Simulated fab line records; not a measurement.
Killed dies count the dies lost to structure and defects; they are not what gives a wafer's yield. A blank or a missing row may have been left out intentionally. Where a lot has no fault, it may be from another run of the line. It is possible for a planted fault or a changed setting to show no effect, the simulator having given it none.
Matching of chambers -- flow nandHarc -- NHARC_A_STAIRCASE_DEP_156 on pecvd-01: 3 sister chambers
The step deposits SiNx, target thk 50 nm. 6 wafers are shown with their chamber, then 7 later ones without.

WAFERS, EACH WITH ITS CHAMBER
wafer,chamber,showerheadVppV (V),heaterPowerW (W)
L077.1,0,1313,740
L077.5,2,1325,678
L081.4,0,1303,712
L081.5,1,1331,744
L085.4,2,1298,712
L085.5,1,1378,772

WAFERS WHOSE CHAMBER IS MISSING
wafer,showerheadVppV (V),heaterPowerW (W)
L085.6,1324,704
L091.3,1286,692
L091.5,1317,588
L091.6,1312,692
L094.2,1351,601
L094.5,1324,750
L094.6,1319,613

CHAMBER TAKEN BY EACH
wafer,from the rows above,in truth
L085.6,can't be placed: 2 or 0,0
L091.3,can't be placed: 2 or 0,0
L091.5,can't be placed: 2 or 0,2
L091.6,can't be placed: 2 or 0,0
L094.2,can't be placed: 2 or 0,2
L094.5,can't be placed: 0 or 1 or 2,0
L094.6,can't be placed: 2 or 0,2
Correctly placed: 0 of 7. Not placeable from these rows: 7 (in 7, the candidates include the true chamber). Wrongly placed: 0.
How it was worked out, from the rows above alone: a wafer's distance from a chamber is the root of the sum, over the readings, of the square of ((its reading less the chamber's mean) divided by the reading's scatter). If the next closest chamber is less than 2 further off than the closest, the wafer can't be placed; otherwise it belongs to the closest. For every chamber, the mean is computed from those of its wafers that are shown. How the scatter is found: for the shown wafers, subtract from each reading the mean of its chamber, square and add these, divide the total by (wafers less chambers), then take the root.
